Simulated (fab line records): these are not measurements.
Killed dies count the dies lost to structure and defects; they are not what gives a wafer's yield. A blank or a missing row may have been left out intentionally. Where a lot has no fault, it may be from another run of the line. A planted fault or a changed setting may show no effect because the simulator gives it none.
Which tool is to blame?    flow n5_finfet    33 wafers from 11 lots sampled at 5 of the route's 1938 steps

## WHAT EACH GAUGE READ, for each wafer
N5_WELL_APT_INSPECT_38: inspects for defects (darkfield). Usual: raw_defect_count reads 14 (standard deviation 5.5).
lot   measured     on                 raw_defect_count  flag
L631  day 1 16:50  defect_inspect-01  6 11 20           
L635  day 2 17:33  defect_inspect-02  22 13 14          
L636  day 2 22:47  defect_inspect-02  5 9 12            
L638  day 3 10:50  defect_inspect-02  10 20 15          
L639  day 3 17:25  defect_inspect-01  7 18 17           
L640  day 3 22:44  defect_inspect-01  24 19 20          
L641  day 4 04:59  defect_inspect-02  14 9 10           
L642  day 4 11:17  defect_inspect-01  15 21 18          
L644  day 4 23:17  defect_inspect-01  20 21 17          
L648  day 5 23:46  defect_inspect-02  11 14 10          
L654  day 7 11:08  defect_inspect-02  12 12 16          

N5_PMOS_HMC_CHANNEL_EPI_CD_MEAS_09: the cd target is 237.4 nm. Usual: cd_nm reads 237.3 nm (standard deviation 1.1).
lot   measured     on         cd_nm (nm)         flag
L631  day 1 17:17  cd_sem-03  239.5 237.7 237.1  
L635  day 2 17:52  cd_sem-03  237.0 235.6 237.0  
L636  day 2 23:15  cd_sem-02  237.9 237.6 238.8  
L638  day 3 11:17  cd_sem-02  236.2 235.9 235.8  
L639  day 3 17:52  cd_sem-02  236.0 238.3 237.2  
L640  day 3 23:11  cd_sem-02  237.1 235.7 235.9  
L641  day 4 05:25  cd_sem-01  235.9 236.5 236.9  
L642  day 4 11:36  cd_sem-01  235.8 237.1 238.1  
L644  day 4 23:43  cd_sem-01  238.7 236.1 236.4  
L648  day 6 00:05  cd_sem-03  237.9 237.5 237.1  
L654  day 7 11:28  cd_sem-03  239.2 238.0 239.1  

N5_PMOS_HMC_CHANNEL_EPI_INSPECT_11: inspects for defects (macro). Usual: raw_defect_count reads 2 (standard deviation 1.4).
lot   measured     on                 raw_defect_count  flag
L631  day 1 17:20  defect_inspect-02  3 3 2             
L635  day 2 17:55  defect_inspect-01  0 1 2             
L636  day 2 23:18  defect_inspect-02  5 1 4             
L638  day 3 11:20  defect_inspect-02  1 1 2             
L639  day 3 17:55  defect_inspect-02  1 3 2             
L640  day 3 23:14  defect_inspect-02  3 2 2             
L641  day 4 05:29  defect_inspect-02  3 0 1             
L642  day 4 11:39  defect_inspect-02  5 2 4             
L644  day 4 23:46  defect_inspect-01  2 4 0             
L648  day 6 00:08  defect_inspect-01  3 3 1             
L654  day 7 11:31  defect_inspect-02  1 0 1             

N5_BEOL_M4_RC_MEAS_101. Usual: DIBL_N 36.4 mV/V, standard deviation 1.6; DIBL_P 36.2 mV/V, standard deviation 1.8; IOFF_N 0.159 nA/um, standard deviation 0.029; IOFF_P 0.21 nA/um, standard deviation 0.034; ION_N 670 uA/um, standard deviation 12; ION_P 459 uA/um, standard deviation 8.2; RS_NWELL 1038 ohm/sq, standard deviation 6.7; SS_N 71.5 mV/dec, standard deviation 0.59; SS_P 73.2 mV/dec, standard deviation 0.54; VT_N 250 mV, standard deviation 3.3; VT_P -250 mV, standard deviation 3.7.
lot   measured      on         DIBL_N (mV/V)   DIBL_P (mV/V)   IOFF_N (nA/um)     IOFF_P (nA/um)  ION_N (uA/um)  ION_P (uA/um)  RS_NWELL (ohm/sq)  SS_N (mV/dec)   SS_P (mV/dec)   VT_N (mV)    VT_P (mV)       flag
L631  day 8 20:48   prober-02  35.8 36.6 36.6  37.4 37.3 37.5  0.150 0.153 0.164  0.20 0.20 0.21  673 659 671    460 447 459    1038 1035 1037     71.2 71.3 71.5  73.4 73.6 73.1  248 251 251  -251 -252 -254  
L635  day 9 19:52   prober-01  37.4 34.0 35.3  39.1 34.9 35.5  0.216 0.136 0.154  0.26 0.20 0.19  689 673 667    473 460 454    1032 1035 1032     71.9 70.8 71.1  73.9 73.1 73.5  241 251 250  -246 -253 -253  
L636  day 10 01:51  prober-02  33.8 38.0 36.7  34.1 39.1 37.2  0.128 0.205 0.165  0.17 0.24 0.19  663 686 679    456 462 464    1027 1047 1040     71.1 72.1 71.7  72.2 73.4 73.5  251 247 248  -250 -246 -254  
L638  day 11 03:57  prober-01  35.2 35.8 37.1  33.9 34.4 36.6  0.121 0.130 0.148  0.16 0.16 0.19  656 657 664    441 441 452    1045 1052 1049     71.2 71.6 71.6  73.0 72.5 73.4  254 257 252  -259 -258 -256  
L639  day 11 16:36  prober-01  35.4 34.2 36.1  35.6 34.4 38.2  0.146 0.130 0.167  0.17 0.15 0.20  671 657 672    458 442 455    1049 1036 1035     71.8 72.3 72.0  72.9 72.1 73.4  250 255 249  -255 -256 -251  
L640  day 10 09:16  prober-01  38.3 38.0 38.2  37.5 36.8 37.1  0.176 0.173 0.184  0.27 0.24 0.26  669 692 678    462 473 468    944 945 945        71.5 71.6 71.8  74.3 73.7 74.1  248 247 247  -245 -248 -243  OFF
L641  day 11 11:47  prober-02  37.8 37.7 35.8  38.0 36.4 34.1  0.182 0.181 0.142  0.23 0.19 0.16  673 684 659    463 456 445    952 948 958        71.8 72.6 71.4  73.8 73.7 72.9  250 249 253  -252 -254 -255  OFF
L642  day 11 20:03  prober-01  36.5 34.5 36.1  36.5 33.8 36.9  0.153 0.119 0.135  0.20 0.16 0.20  663 657 658    457 449 459    945 958 947        71.3 70.7 70.6  73.3 72.7 73.9  250 256 253  -253 -254 -252  OFF
L644  day 12 14:15  prober-02  39.6 37.1 38.9  38.4 35.3 36.7  0.228 0.165 0.199  0.24 0.20 0.22  701 671 681    467 455 456    1038 1025 1040     72.1 71.9 71.9  73.0 73.3 73.1  246 248 248  -248 -252 -251  
L648  day 13 05:35  prober-01  36.0 34.9 36.2  35.5 33.7 38.1  0.161 0.129 0.158  0.20 0.17 0.23  663 654 675    454 449 464    1039 1050 1042     71.7 71.8 72.1  72.9 72.5 73.4  253 257 253  -254 -254 -251  
L654  day 14 23:20  prober-02  37.0 32.8 32.9  37.7 33.8 34.5  0.179 0.114 0.119  0.27 0.20 0.23  671 657 660    468 466 464    1044 1027 1035     72.1 70.8 70.8  73.9 72.3 73.0  248 255 249  -245 -246 -247  

## WHICH TOOL RAN EACH LOT (tool, then ch and the chambers of the sampled wafers, then the start)
lot   N5_WELL_APT_IMPLANT_14
L631  implanter-01 ch 0, day 1 14:07
L635  implanter-01 ch 0, day 2 14:15
L636  implanter-02 ch 0, day 2 19:59
L638  implanter-01 ch 0, day 3 08:02
L639  implanter-02 ch 0, day 3 14:21
L640  implanter-01 ch 0, day 3 20:09
L641  implanter-01 ch 0, day 4 02:02
L642  implanter-01 ch 0, day 4 07:58
L644  implanter-02 ch 0, day 4 20:27
L648  implanter-02 ch 0, day 5 20:14
L654  implanter-01 ch 0, day 7 08:01
- N5_WELL_APT_IMPLANT_14

## AS READ BY THE TOOLS THEMSELVES (means over the sampled wafers that have a number; for cases with no such wafer, the mark the record gives instead)
N5_WELL_APT_IMPLANT_14. Usual: beam_energy_keV reads 160.00 (standard deviation 0.05).
lot   tool          beam_energy_keV  flag
L631  implanter-01  160.01           
L635  implanter-01  159.94           
L636  implanter-02  160.00           
L638  implanter-01  160.01           
L639  implanter-02  160.04           
L640  implanter-01  191.14           OFF
L641  implanter-01  191.14           OFF
L642  implanter-01  191.18           OFF
L644  implanter-02  160.01           
L648  implanter-02  160.01           
L654  implanter-01  159.95           

## THE ANSWER, worked out from the rows above alone
Rule: take the mean of a lot's wafers that have a number; if it is more than 3 standard deviations from the usual mean, the lot is off. Also off: a lot with no number at a reading for which 4 or more lots have one. Where the step has rows for the other lots, those lots are counted as sound. The gauges are gone through in route order, then the tools' own readings, and for those a lot's mean is taken as printed above. At the first step where some lot is off, the reading lying furthest off is the one used; lots without a number count as furthest.
Off: at N5_BEOL_M4_RC_MEAS_101 (RS_NWELL), L640, L641, L642.
If a tool, at a process step before that reading, ran all the lots that are off and no sound lot after the first of them, it fits. Not tried: the gauges at N5_BEOL_M4_RC_MEAS_101; whatever is off there is also off at N5_WELL_APT_IMPLANT_14, on other tools, and gauge error can't account for it. Of those tried, none fits.

## WHAT THE SIMULATOR HAD INSERTED
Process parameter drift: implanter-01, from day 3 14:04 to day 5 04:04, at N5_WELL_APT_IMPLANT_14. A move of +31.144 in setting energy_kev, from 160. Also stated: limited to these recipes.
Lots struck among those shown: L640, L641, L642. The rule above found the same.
